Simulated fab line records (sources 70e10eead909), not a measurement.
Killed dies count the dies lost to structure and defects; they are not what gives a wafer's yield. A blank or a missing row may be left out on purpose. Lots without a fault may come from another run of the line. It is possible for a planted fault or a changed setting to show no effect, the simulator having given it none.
fab line records ; flow nandHarc
record: lots: 24; wafers: 72; lastDay: 24
route steps=1159 shown P_CONTACT@218 P_M0@265 P_M1@301 P_M2@339 P_BONDPAD@371
lots untouched by any fault: they come from a run of this same line in which no faults occurred
startH: the number of hours between the record's first day and the start of the first shown wafer of the lot ; waitH: time in hours since the lot's previous step ; " as in the row above ; L1.1+2: a single row standing in for several wafers ; - either no value or no given start ; * or withheld: withheld ; < > ~ a bound
route shown NAME@n: names a module that has steps shown in the file, with the first one's number in the route ; usual: mean and standard deviation over wafers with no fault ; same: alike in all rows ; chamber/n: place in a boat ; sites: the reading at each site ; _std_site: the standard deviation of these ; _edge_site: the outer-site mean with the inner-site mean subtracted ; radiusMm: for every site, how far away it sits from the centre of the wafer ; mask NAME#n: copy n ; behind: the tool/chamber that last shaped the wafer ; hold: what put the lot on hold/how long, in hours/how the hold closed ; device: the n, p or np transistor that did not switch ; end of line: tests of these same wafers at the route's end ; for a step that has no rows: nothing shown but its recipe ; killed: count of dies lost to structure and defects at first sort (not the wafer's yield) ; map: dies across one wafer; x = killed, . = not, _ = none there
set.NAME: the setting the step ran with; set.NAME@STEP: the setting that earlier step ran with ; model.NAME: the simulator's own value behind a step, which no gauge read
one table for each step of the route and one row for each wafer, over a sample of lots
services: a tool's chamber out of use, with start hour (startH, from the record's first day; less than 0 if before it), hours out, and reason
== steps ==
step: NHARC_P_CONTACT_DEP_00
recipe: targetThkA: 5000; tempC: 400; pressureTorr: 6.5; rfW: 900; teosFlowSccm: 161.4; flowSccm: 2650; targetThkNm: 500; gas: O2; material: SiO2
usual: heaterPowerW: 610/73; throttleValvePct: 16.0/0.49
lot.wafer;tool;chamber;startH;waitH;heaterPowerW;sinceWetCleanH;throttleValvePct
L074.1;pecvd-04;2;-;-;583;78;16.5
L074.4;pecvd-04;2;-;-;593;-;16.6
L074.6;pecvd-04;0;-;-;572;-;15.2
L075.2;pecvd-01;1;-;-;608;38;16.1
L075.1;pecvd-01;2;-;-;716;38;15.8
L075.5;pecvd-01;2;-;-;726;-;15.8
L077.1;pecvd-04;1;124.10;0.3;615;97;16.0
L077.2;pecvd-04;2;124.10;0.3;573;97;16.6
L077.6;pecvd-04;1;124.10;0.3;656;-;15.7
L076.1;pecvd-01;1;-;-;606;56;16.3
L076.6;pecvd-01;0;-;-;676;-;16.0
L076.4;pecvd-01;2;-;-;683;-;15.6
L078.2;pecvd-01;2;-;-;731;62;16.0
L078.1;pecvd-01;0;-;-;621;62;16.1
L078.3;pecvd-01;1;-;-;582;62;16.3
L079.2;pecvd-04;1;-;-;553;111;16.1
L079.4;pecvd-04;0;-;-;542;-;14.9
L079.6;pecvd-04;1;-;-;595;-;16.2
L080.3;pecvd-03;2;-;-;640;24;16.3
L080.4;pecvd-03;0;-;-;683;-;16.1
L080.5;pecvd-03;1;-;-;517;-;16.0
L081.2;pecvd-01;0;-;-;680;83;16.2
L081.1;pecvd-01;2;-;-;700;83;15.6
L081.6;pecvd-01;2;-;-;740;-;15.9
L082.1;pecvd-01;1;-;-;558;90;16.3
L082.6;pecvd-01;1;-;-;608;-;16.4
L082.5;pecvd-01;2;-;-;800;-;15.9
L083.1;pecvd-03;1;-;-;426;39;16.1
L083.3;pecvd-03;0;-;-;628;39;16.0
L083.5;pecvd-03;2;-;-;527;-;16.5
L084.3;pecvd-03;0;-;-;625;40;16.0
L084.5;pecvd-03;1;-;-;506;-;15.9
L084.6;pecvd-03;2;-;-;631;-;16.3
L087.2;pecvd-03;1;-;-;481;63;15.8
L087.1;pecvd-03;2;-;-;663;63;16.5
L087.4;pecvd-03;1;-;-;505;-;16.0
L085.1;pecvd-04;2;-;-;541;161;16.6
L085.3;pecvd-04;0;-;-;561;161;15.2
L085.5;pecvd-04;1;-;-;516;-;16.1
L086.1;pecvd-03;2;-;-;659;64;16.3
L086.2;pecvd-03;0;-;-;674;64;16.3
L086.4;pecvd-03;2;-;-;676;-;16.4
L088.1;pecvd-01;2;-;-;745;126;16.1
L088.3;pecvd-01;1;-;-;580;126;16.6
L088.4;pecvd-01;0;-;-;651;-;16.0
L089.3;pecvd-03;2;-;-;634;71;16.5
L089.5;pecvd-03;0;-;-;657;-;16.1
L089.4;pecvd-03;1;-;-;522;-;16.1
L090.1;pecvd-03;0;-;-;556;81;15.8
L090.3;pecvd-03;1;-;-;544;81;15.8
L090.4;pecvd-03;0;-;-;582;-;16.2
L091.3;pecvd-01;0;-;-;552;141;16.3
L091.2;pecvd-01;1;-;-;563;141;16.5
L091.1;pecvd-01;2;-;-;735;141;16.1
L092.1;pecvd-04;0;-;-;588;9;14.7
L092.4;pecvd-04;0;-;-;608;-;14.6
L092.5;pecvd-04;1;-;-;566;-;15.5
L093.2;pecvd-03;0;-;-;663;100;16.0
L093.6;pecvd-03;1;-;-;529;-;16.2
L093.4;pecvd-03;0;-;-;509;-;16.1
L094.3;pecvd-03;2;-;-;650;104;16.6
L094.6;pecvd-03;0;-;-;646;-;15.9
L094.4;pecvd-03;1;-;-;512;-;16.1
L095.2;pecvd-04;0;-;-;574;28;14.8
L095.1;pecvd-04;1;-;-;571;28;15.2
L095.3;pecvd-04;2;-;-;533;28;16.5
L096.3;pecvd-04;1;-;-;511;33;15.6
L096.1;pecvd-04;2;-;-;651;33;16.2
L096.4;pecvd-04;0;-;-;604;-;14.9
L097.1;pecvd-04;1;-;-;615;40;15.5
L097.5;pecvd-04;2;-;-;583;-;16.2
L097.4;pecvd-04;1;-;-;627;-;15.6
step: NHARC_P_M0_INSPECT_11
usual: rawDefectCount: 4.0/2.9
lot.wafer;tool;chamber;startH;waitH;rawDefectCount
L075.1;defectInspect-02;-;121.02;0.0;5
L075.2;defectInspect-02;-;121.02;0.0;2
L075.5;defectInspect-02;-;121.02;0.0;4
L074.1;defectInspect-01;-;121.39;0.0;3
L074.4;defectInspect-01;-;121.39;0.0;6
L074.6;defectInspect-01;-;121.39;0.0;3
L076.1;defectInspect-01;-;134.08;0.0;2
L076.4;defectInspect-01;-;134.08;0.0;2
L076.6;defectInspect-01;-;134.08;0.0;2
L077.1;defectInspect-02;-;134.24;0.0;5
L077.2;defectInspect-02;-;134.24;0.0;7
L077.6;defectInspect-02;-;134.24;0.0;1
L078.1;defectInspect-02;-;137.06;0.0;1
L078.2;defectInspect-02;-;137.06;0.0;1
L078.3;defectInspect-02;-;137.06;0.0;5
L079.2;defectInspect-01;-;144.39;0.0;2
L079.4;defectInspect-01;-;144.39;0.0;5
L079.6;defectInspect-01;-;144.39;0.0;7
L080.3;defectInspect-02;-;157.28;0.0;1
L080.4;defectInspect-02;-;157.28;0.0;4
L080.5;defectInspect-02;-;157.28;0.0;0
L081.1;defectInspect-02;-;157.92;0.0;5
L081.2;defectInspect-02;-;157.92;0.0;5
L081.6;defectInspect-02;-;157.92;0.0;2
L082.1;defectInspect-02;-;165.99;0.0;2
L082.5;defectInspect-02;-;165.99;0.0;7
L082.6;defectInspect-02;-;165.99;0.0;3
L083.1;defectInspect-02;-;168.92;0.0;4
L083.3;defectInspect-02;-;168.92;0.0;7
L083.5;defectInspect-02;-;168.92;0.0;7
L084.3;defectInspect-01;-;170.11;0.0;4
L084.5;defectInspect-01;-;170.11;0.0;4
L084.6;defectInspect-01;-;170.11;0.0;1
L087.1;defectInspect-01;-;192.67;0.0;5
L087.2;defectInspect-01;-;192.67;0.0;1
L087.4;defectInspect-01;-;192.67;0.0;3
L085.1;defectInspect-02;-;193.93;0.0;1
L085.3;defectInspect-02;-;193.93;0.0;0
L085.5;defectInspect-02;-;193.93;0.0;5
L086.1;defectInspect-02;-;194.62;0.0;5
L086.2;defectInspect-02;-;194.62;0.0;3
L086.4;defectInspect-02;-;194.62;0.0;2
L089.3;defectInspect-02;-;203.26;0.0;3
L089.4;defectInspect-02;-;203.26;0.0;7
L089.5;defectInspect-02;-;203.26;0.0;6
L088.1;defectInspect-01;-;203.90;0.0;3
L088.3;defectInspect-01;-;203.90;0.0;5
L088.4;defectInspect-01;-;203.90;0.0;2
L090.1;defectInspect-01;-;212.96;0.0;3
L090.3;defectInspect-01;-;212.96;0.0;6
L090.4;defectInspect-01;-;212.96;0.0;5
L091.1;defectInspect-02;-;217.19;0.0;18
L091.2;defectInspect-02;-;217.19;0.0;13
L091.3;defectInspect-02;-;217.19;0.0;8
L092.1;defectInspect-01;-;224.54;0.1;6
L092.4;defectInspect-01;-;224.54;0.1;1
L092.5;defectInspect-01;-;224.54;0.1;4
L093.2;defectInspect-02;-;233.23;0.0;3
L093.4;defectInspect-02;-;233.23;0.0;2
L093.6;defectInspect-02;-;233.23;0.0;5
L094.3;defectInspect-02;-;238.12;0.0;4
L094.4;defectInspect-02;-;238.12;0.0;4
L094.6;defectInspect-02;-;238.12;0.0;1
L095.1;defectInspect-01;-;245.31;0.0;1
L095.2;defectInspect-01;-;245.31;0.0;7
L095.3;defectInspect-01;-;245.31;0.0;5
L096.1;defectInspect-02;-;246.56;0.0;3
L096.3;defectInspect-02;-;246.56;0.0;6
L096.4;defectInspect-02;-;246.56;0.0;5
L097.1;defectInspect-01;-;255.27;0.0;3
L097.4;defectInspect-01;-;255.27;0.0;4
L097.5;defectInspect-01;-;255.27;0.0;5
step: NHARC_P_M1_CD_MEAS_16
usual: cdNm: 129.8/0.52
lot.wafer;tool;chamber;startH;waitH;cdNm
L075.1;cdSem-01;-;125.40;-;130.3
L075.2;cdSem-01;-;125.40;-;129.4
L075.5;cdSem-01;-;125.40;-;129.4
L074.1;cdSem-03;-;125.88;-;130.5
L074.4;cdSem-03;-;125.88;-;129.8
L074.6;cdSem-03;-;125.88;-;130.1
L076.1;cdSem-01;-;138.35;-;129.7
L076.4;cdSem-01;-;138.35;-;130.2
L076.6;cdSem-01;-;138.35;-;129.6
L077.1;cdSem-01;-;138.85;-;129.1
L077.2;cdSem-01;-;138.85;-;129.0
L077.6;cdSem-01;-;138.85;-;129.6
L078.1;cdSem-03;-;141.50;-;129.3
L078.2;cdSem-03;-;141.50;-;130.4
L078.3;cdSem-03;-;141.50;-;129.6
L079.2;cdSem-02;-;148.88;-;129.3
L079.4;cdSem-02;-;148.88;-;129.2
L079.6;cdSem-02;-;148.88;-;129.5
L080.3;cdSem-03;-;161.70;-;129.9
L080.4;cdSem-03;-;161.70;-;130.0
L080.5;cdSem-03;-;161.70;-;129.4
L081.1;cdSem-01;-;162.23;-;129.8
L081.2;cdSem-01;-;162.23;-;130.4
L081.6;cdSem-01;-;162.23;-;129.3
L082.1;cdSem-03;-;170.37;-;129.7
L082.5;cdSem-03;-;170.37;-;129.8
L082.6;cdSem-03;-;170.37;-;130.0
L083.1;cdSem-03;-;173.25;-;130.1
L083.3;cdSem-03;-;173.25;-;130.0
L083.5;cdSem-03;-;173.25;-;130.0
L084.3;cdSem-01;-;174.53;-;129.5
L084.5;cdSem-01;-;174.53;-;129.7
L084.6;cdSem-01;-;174.53;-;129.3
L087.1;cdSem-02;-;197.72;-;130.0
L087.2;cdSem-02;-;197.72;-;129.0
L087.4;cdSem-02;-;197.72;-;129.5
L085.1;cdSem-02;-;198.53;-;129.3
L085.3;cdSem-02;-;198.53;-;128.3
L085.5;cdSem-02;-;198.53;-;129.9
L086.1;cdSem-03;-;199.29;-;130.0
L086.2;cdSem-03;-;199.29;-;129.7
L086.4;cdSem-03;-;199.29;-;130.8
L089.3;cdSem-02;-;208.04;-;130.8
L089.4;cdSem-02;-;208.04;-;130.1
L089.5;cdSem-02;-;208.04;-;130.5
L088.1;cdSem-03;-;208.71;-;129.2
L088.3;cdSem-03;-;208.71;-;129.4
L088.4;cdSem-03;-;208.71;-;130.2
L090.1;cdSem-03;-;217.46;-;130.2
L090.3;cdSem-03;-;217.46;-;129.3
L090.4;cdSem-03;-;217.46;-;129.5
L091.1;cdSem-03;-;221.53;-;129.3
L091.2;cdSem-03;-;221.53;-;130.0
L091.3;cdSem-03;-;221.53;-;129.7
L092.1;cdSem-01;-;228.83;-;129.7
L092.4;cdSem-01;-;228.83;-;130.6
L092.5;cdSem-01;-;228.83;-;130.0
L093.2;cdSem-02;-;237.69;-;129.7
L093.4;cdSem-02;-;237.69;-;130.3
L093.6;cdSem-02;-;237.69;-;129.5
L094.3;cdSem-02;-;242.54;-;129.8
L094.4;cdSem-02;-;242.54;-;130.6
L094.6;cdSem-02;-;242.54;-;130.2
L095.1;cdSem-02;-;249.76;-;129.5
L095.2;cdSem-02;-;249.76;-;129.8
L095.3;cdSem-02;-;249.76;-;130.7
L096.1;cdSem-03;-;251.06;-;129.9
L096.3;cdSem-03;-;251.06;-;130.8
L096.4;cdSem-03;-;251.06;-;130.0
L097.1;cdSem-03;-;259.79;-;129.8
L097.4;cdSem-03;-;259.79;-;130.3
L097.5;cdSem-03;-;259.79;-;130.2
step: NHARC_P_M2_PRE_CLEAN_30
recipe: timeS: 30; tempC: 280; gas: H2/He
usual: heaterPowerW: 408/49
same: timeS: 30
lot.wafer;tool;chamber;startH;waitH;heaterPowerW
L075.1;pvdSputter-01;-;-;-;449
L075.2;pvdSputter-01;-;-;-;393
L075.5;pvdSputter-01;-;-;-;441
L074.1;pvdSputter-02;-;-;-;520
L074.4;pvdSputter-02;-;-;-;471
L074.6;pvdSputter-02;-;-;-;527
L076.4;pvdSputter-03;-;-;-;411
L076.1;pvdSputter-03;-;-;-;400
L076.6;pvdSputter-03;-;-;-;416
L077.1;pvdSputter-02;-;-;-;443
L077.2;pvdSputter-02;-;-;-;363
L077.6;pvdSputter-02;-;-;-;516
L078.2;pvdSputter-02;-;-;-;464
L078.1;pvdSputter-02;-;-;-;371
L078.3;pvdSputter-02;-;-;-;525
L079.4;pvdSputter-02;-;-;-;427
L079.2;pvdSputter-02;-;-;-;373
L079.6;pvdSputter-02;-;-;-;519
L080.4;pvdSputter-02;-;-;-;366
L080.3;pvdSputter-02;-;-;-;470
L080.5;pvdSputter-02;-;-;-;365
L081.1;pvdSputter-03;-;-;-;396
L081.2;pvdSputter-03;-;-;-;396
L081.6;pvdSputter-03;-;-;-;392
L082.1;pvdSputter-03;-;-;-;392
L082.6;pvdSputter-03;-;-;-;418
L082.5;pvdSputter-03;-;-;-;340
L083.3;pvdSputter-03;-;-;-;330
L083.1;pvdSputter-03;-;-;-;399
L083.5;pvdSputter-03;-;-;-;421
L084.3;pvdSputter-02;-;-;-;477
L084.5;pvdSputter-02;-;-;-;484
L084.6;pvdSputter-02;-;-;-;438
L087.4;pvdSputter-03;-;-;-;409
L087.2;pvdSputter-03;-;-;-;337
L087.1;pvdSputter-03;-;-;-;395
L085.3;pvdSputter-03;-;-;-;420
L085.1;pvdSputter-03;-;-;-;410
L085.5;pvdSputter-03;-;-;-;333
L086.4;pvdSputter-03;-;-;-;399
L086.2;pvdSputter-03;-;-;-;416
L086.1;pvdSputter-03;-;-;-;397
L089.4;pvdSputter-03;-;-;-;331
L089.3;pvdSputter-03;-;-;-;384
L089.5;pvdSputter-03;-;-;-;339
L088.1;pvdSputter-01;-;-;-;473
L088.4;pvdSputter-01;-;-;-;394
L088.3;pvdSputter-01;-;-;-;354
L090.4;pvdSputter-03;-;-;-;383
L090.1;pvdSputter-03;-;-;-;402
L090.3;pvdSputter-03;-;-;-;330
L091.2;pvdSputter-03;-;-;-;399
L091.1;pvdSputter-03;-;-;-;411
L091.3;pvdSputter-03;-;-;-;421
L092.4;pvdSputter-01;-;-;-;395
L092.1;pvdSputter-01;-;-;-;351
L092.5;pvdSputter-01;-;-;-;400
L093.4;pvdSputter-02;-;-;-;408
L093.2;pvdSputter-02;-;-;-;369
L093.6;pvdSputter-02;-;-;-;414
L094.4;pvdSputter-03;-;-;-;332
L094.3;pvdSputter-03;-;-;-;427
L094.6;pvdSputter-03;-;-;-;395
L095.3;pvdSputter-01;-;-;-;389
L095.1;pvdSputter-01;-;-;-;353
L095.2;pvdSputter-01;-;-;-;471
L096.3;pvdSputter-03;-;-;-;420
L096.1;pvdSputter-03;-;-;-;340
L096.4;pvdSputter-03;-;-;-;407
L097.4;pvdSputter-03;-;-;-;335
L097.1;pvdSputter-03;-;-;-;398
L097.5;pvdSputter-03;-;-;-;405
step: NHARC_P_M2_INSPECT_27
usual: rawDefectCount: 349/140
lot.wafer;tool;chamber;startH;waitH;rawDefectCount
L075.1;defectInspect-01;-;132.07;0.0;705
L075.2;defectInspect-01;-;132.07;0.0;364
L075.5;defectInspect-01;-;132.07;0.0;650
L074.1;defectInspect-01;-;132.82;0.0;328
L074.4;defectInspect-01;-;132.82;0.0;297
L074.6;defectInspect-01;-;132.82;0.0;227
L076.1;defectInspect-01;-;144.81;0.0;380
L076.4;defectInspect-01;-;144.81;0.0;355
L076.6;defectInspect-01;-;144.81;0.0;873
L077.1;defectInspect-01;-;145.29;0.0;326
L077.2;defectInspect-01;-;145.29;0.0;320
L077.6;defectInspect-01;-;145.29;0.0;350
L078.1;defectInspect-01;-;147.83;0.0;375
L078.2;defectInspect-01;-;147.83;0.0;385
L078.3;defectInspect-01;-;147.83;0.0;275
L079.2;defectInspect-02;-;155.32;0.0;336
L079.4;defectInspect-02;-;155.32;0.0;168
L079.6;defectInspect-02;-;155.32;0.0;222
L080.3;defectInspect-01;-;168.01;0.0;300
L080.4;defectInspect-01;-;168.01;0.0;376
L080.5;defectInspect-01;-;168.01;0.0;310
L081.1;defectInspect-01;-;168.86;0.0;736
L081.2;defectInspect-01;-;168.86;0.0;249
L081.6;defectInspect-01;-;168.86;0.0;351
L082.1;defectInspect-01;-;177.25;0.0;290
L082.5;defectInspect-01;-;177.25;0.0;485
L082.6;defectInspect-01;-;177.25;0.0;599
L083.1;defectInspect-02;-;179.79;0.0;394
L083.3;defectInspect-02;-;179.79;0.0;157
L083.5;defectInspect-02;-;179.79;0.0;611
L084.3;defectInspect-02;-;180.91;0.0;253
L084.5;defectInspect-02;-;180.91;0.0;120
L084.6;defectInspect-02;-;180.91;0.0;206
L087.1;defectInspect-01;-;205.18;0.0;255
L087.2;defectInspect-01;-;205.18;0.0;177
L087.4;defectInspect-01;-;205.18;0.0;515
L085.1;defectInspect-01;-;205.70;0.0;238
L085.3;defectInspect-01;-;205.70;0.0;281
L085.5;defectInspect-01;-;205.70;0.0;255
L086.1;defectInspect-01;-;206.30;0.0;306
L086.2;defectInspect-01;-;206.30;0.0;382
L086.4;defectInspect-01;-;206.30;0.0;310
L089.3;defectInspect-02;-;215.70;0.0;362
L089.4;defectInspect-02;-;215.70;0.0;471
L089.5;defectInspect-02;-;215.70;0.0;469
L088.1;defectInspect-01;-;216.77;0.0;445
L088.3;defectInspect-01;-;216.77;0.0;433
L088.4;defectInspect-01;-;216.77;0.0;389
L090.1;defectInspect-01;-;224.28;0.0;313
L090.3;defectInspect-01;-;224.28;0.0;217
L090.4;defectInspect-01;-;224.28;0.0;238
L091.1;defectInspect-01;-;228.30;0.0;234
L091.2;defectInspect-01;-;228.30;0.0;298
L091.3;defectInspect-01;-;228.30;0.0;332
L092.1;defectInspect-02;-;235.36;0.0;303
L092.4;defectInspect-02;-;235.36;0.0;203
L092.5;defectInspect-02;-;235.36;0.0;256
L093.2;defectInspect-02;-;244.33;0.0;332
L093.4;defectInspect-02;-;244.33;0.0;596
L093.6;defectInspect-02;-;244.33;0.0;552
L094.3;defectInspect-01;-;249.97;0.0;210
L094.4;defectInspect-01;-;249.97;0.0;317
L094.6;defectInspect-01;-;249.97;0.0;252
L095.1;defectInspect-02;-;256.29;0.0;222
L095.2;defectInspect-02;-;256.29;0.0;238
L095.3;defectInspect-02;-;256.29;0.0;297
L096.1;defectInspect-01;-;257.60;0.0;346
L096.3;defectInspect-01;-;257.60;0.0;230
L096.4;defectInspect-01;-;257.60;0.0;271
L097.1;defectInspect-02;-;266.25;0.0;425
L097.4;defectInspect-02;-;266.25;0.0;361
L097.5;defectInspect-02;-;266.25;0.0;268
step: NHARC_P_BONDPAD_STRIP_15
recipe: o2FlowSccm: 500; arFlowSccm: 0; biasW: 0; chemistry: O2
usual: drypumpMotorCurrentA: 5.5/0.38; oesProductAu: 0.998/0.0072; rfVppV: 58.0/0.94; showerheadPlenumPTorr: 3.57/0.16; throttleValvePct: 17.037/0.0091
same: biasW: 0
lot.wafer;tool;chamber;startH;waitH;drypumpMotorCurrentA;oesProductAu;rfHoursCounterH;rfVppV;showerheadPlenumPTorr;throttleValvePct
L075.2;rieDiel-06;2;134.63;0.1;5.3;1.006;20;57.9;3.80;17.010
L075.1;rieDiel-06;0;134.63;0.1;5.0;1.018;23;57.6;3.74;17.046
L075.5;rieDiel-06;2;134.63;0.1;5.3;1.015;-;59.0;3.80;17.036
L074.1;rieDiel-05;2;135.19;0.1;6.3;0.994;13;58.0;3.72;17.052
L074.4;rieDiel-05;1;135.19;0.1;5.5;1.001;12;56.8;3.41;17.033
L074.6;rieDiel-05;3;135.19;0.1;5.6;1.000;-;57.2;3.30;17.041
L076.1;rieDiel-05;3;147.43;0.1;5.7;0.997;15;56.6;3.30;17.036
L076.4;rieDiel-05;1;147.43;0.1;5.4;1.012;-;57.0;3.41;17.035
L076.6;rieDiel-05;2;147.43;0.1;6.3;0.998;-;59.1;3.72;17.043
L077.1;rieDiel-07;0;147.87;0.1;5.7;1.001;31;58.7;3.68;17.022
L077.2;rieDiel-07;3;147.87;0.1;5.5;1.006;32;58.8;3.56;17.031
L077.6;rieDiel-07;0;147.87;0.1;5.7;0.999;-;58.0;3.68;17.044
L078.2;rieDiel-05;0;150.33;0.1;5.3;1.004;13;57.7;3.54;17.019
L078.1;rieDiel-05;1;150.33;0.1;5.4;0.997;15;57.8;3.41;17.030
L078.3;rieDiel-05;2;150.33;0.1;6.3;1.005;16;57.8;3.72;17.036
L079.4;rieDiel-05;0;157.59;0.1;5.3;0.993;14;57.7;3.54;17.040
L079.2;rieDiel-05;1;157.59;0.1;5.4;1.010;15;58.7;3.41;17.042
L079.6;rieDiel-05;0;157.59;0.1;5.3;0.993;-;57.1;3.54;17.037
L080.3;rieDiel-07;0;170.56;0.1;5.7;1.008;42;59.9;3.68;17.050
L080.5;rieDiel-07;2;170.56;0.1;5.6;0.994;-;60.4;3.65;17.037
L080.4;rieDiel-07;3;170.56;0.1;5.4;0.993;-;57.2;3.56;17.046
L081.1;rieDiel-07;2;172.50;0.4;5.6;1.010;45;58.6;3.65;17.027
L081.2;rieDiel-07;3;172.50;0.4;5.5;1.000;44;57.7;3.56;17.048
L081.6;rieDiel-07;0;172.50;0.4;5.7;1.005;-;58.6;3.68;17.032
L082.1;rieDiel-05;0;179.67;0.1;5.3;0.996;0;59.1;3.54;17.032
L082.6;rieDiel-05;1;179.67;0.1;5.4;0.996;-;57.1;3.41;17.044
L082.5;rieDiel-05;2;179.67;0.1;6.3;1.003;-;58.8;3.72;17.038
L083.1;rieDiel-07;3;182.17;0.1;5.5;0.995;48;57.5;3.55;17.025
L083.3;rieDiel-07;0;182.17;0.1;5.7;0.981;47;58.8;3.68;17.042
L083.5;rieDiel-07;0;182.17;0.1;5.7;0.996;-;58.5;3.68;17.035
L084.3;rieDiel-05;1;184.89;0.1;5.4;0.991;1;58.6;3.41;17.033
L084.6;rieDiel-05;1;184.89;0.1;5.4;0.984;-;58.1;3.41;17.031
L084.5;rieDiel-05;0;184.89;0.1;5.3;0.995;-;59.2;3.54;17.044
L087.2;rieDiel-05;0;207.75;0.1;5.3;0.996;5;56.0;3.54;17.014
L087.1;rieDiel-05;2;207.75;0.1;6.3;0.998;4;59.1;3.72;17.018
L087.4;rieDiel-05;0;207.75;0.1;5.3;0.997;-;57.9;3.54;17.036
L086.2;rieDiel-07;0;208.83;0.1;5.7;1.000;53;57.5;3.67;17.030
L086.1;rieDiel-07;2;208.83;0.1;5.6;1.005;55;58.8;3.64;17.048
L086.4;rieDiel-07;2;208.83;0.1;5.6;1.004;-;58.1;3.64;17.037
L085.3;rieDiel-06;2;209.09;0.1;5.3;0.998;47;58.4;3.78;17.043
L085.1;rieDiel-06;3;209.09;0.1;4.7;0.994;47;57.9;3.78;17.057
L085.5;rieDiel-06;2;209.09;0.1;5.3;0.994;-;60.1;3.78;17.043
L089.4;rieDiel-05;0;218.13;0.1;5.3;0.992;7;57.8;3.54;17.035
L089.3;rieDiel-05;1;218.13;0.1;5.4;0.994;5;57.0;3.41;17.041
L089.5;rieDiel-05;0;218.13;0.1;5.3;0.992;-;57.5;3.54;17.040
L088.3;rieDiel-06;1;219.13;0.1;5.2;1.009;52;57.3;3.57;17.031
L088.4;rieDiel-06;2;219.13;0.1;5.3;1.002;50;57.9;3.78;17.039
L088.1;rieDiel-06;3;219.13;0.1;4.8;0.999;50;58.7;3.78;17.037
L090.1;rieDiel-05;3;226.99;0.1;5.7;0.993;7;58.4;3.30;17.028
L090.3;rieDiel-05;0;226.99;0.1;5.3;1.000;7;59.7;3.54;17.049
L090.4;rieDiel-05;1;226.99;0.1;5.4;0.989;6;56.9;3.41;17.042
L091.3;rieDiel-06;2;231.01;0.1;5.3;0.989;57;59.3;3.78;17.055
L091.2;rieDiel-06;3;231.01;0.1;4.8;0.981;57;57.4;3.78;17.054
L091.1;rieDiel-06;1;231.01;0.1;5.2;1.001;58;57.7;3.57;17.038
L092.1;rieDiel-06;0;237.91;0.1;5.0;1.006;62;59.3;3.72;17.052
L092.4;rieDiel-06;3;237.91;0.1;4.8;0.996;61;55.7;3.77;17.038
L092.5;rieDiel-06;1;237.91;0.1;5.3;1.006;-;57.6;3.56;17.054
L093.4;rieDiel-05;3;247.16;0.1;5.6;0.999;9;58.5;3.30;17.044
L093.2;rieDiel-05;0;247.16;0.1;5.3;0.985;9;57.4;3.54;17.038
L093.6;rieDiel-05;2;247.16;0.1;6.3;0.993;-;57.8;3.71;17.043
L094.3;rieDiel-05;2;252.42;0.1;6.3;0.993;8;57.7;3.71;17.048
L094.4;rieDiel-05;0;252.42;0.1;5.3;0.995;10;57.8;3.54;17.035
L094.6;rieDiel-05;3;252.42;0.1;5.6;1.007;-;56.9;3.29;17.031
L095.3;rieDiel-05;0;258.55;0.1;5.3;0.996;10;58.4;3.54;17.035
L095.2;rieDiel-05;1;258.55;0.1;5.4;0.989;8;55.7;3.40;17.029
L095.1;rieDiel-05;3;258.55;0.1;5.6;0.996;9;58.0;3.29;17.052
L096.4;rieDiel-06;0;260.04;0.1;5.0;1.001;4;58.5;3.71;17.036
L096.1;rieDiel-06;2;260.04;0.1;5.3;1.020;3;56.8;3.77;17.039
L096.3;rieDiel-06;3;260.04;0.1;4.8;0.995;3;58.5;3.77;17.034
L097.4;rieDiel-05;1;268.60;0.1;5.4;0.989;10;57.5;3.40;17.030
L097.1;rieDiel-05;2;268.60;0.1;6.3;0.991;10;58.8;3.71;17.031
L097.5;rieDiel-05;1;268.60;0.1;5.4;0.994;-;57.0;3.40;17.028
== services ==
tool;chamber;startH;hours;kind
pecvd-01;-;91.69;0.3;repair
pvdSputter-03;-;91.91;2.4;repair
pvdSputter-03;-;96.33;1.0;repair
pvdSputter-03;-;102.00;10.0;pm
pecvd-03;-;111.50;13.0;pm
pecvd-04;0;122.80;13.0;repair
rieDiel-07;1;129.31;103.2;repair
rieDiel-05;0;137.20;12.3;repair
rieDiel-05;3;148.56;6.0;repair
rieDiel-05;-;163.60;9.0;pm
pecvd-04;1;163.66;5.9;repair
rieDiel-06;-;165.24;0.6;repair
rieDiel-05;2;182.64;6.3;repair
pecvd-04;-;195.22;13.0;pm
pvdSputter-02;-;195.66;9.3;repair
rieDiel-07;-;196.24;11.1;repair
rieDiel-05;1;199.10;10.0;repair
rieDiel-06;-;199.66;3.1;repair
pecvd-01;0;212.95;4.2;repair
pvdSputter-02;-;214.04;10.0;pm
rieDiel-07;3;217.21;9.3;repair
pecvd-01;-;237.00;13.0;pm
rieDiel-06;-;241.85;9.0;pm
pvdSputter-02;-;249.42;1.5;repair
== key ==
fault none
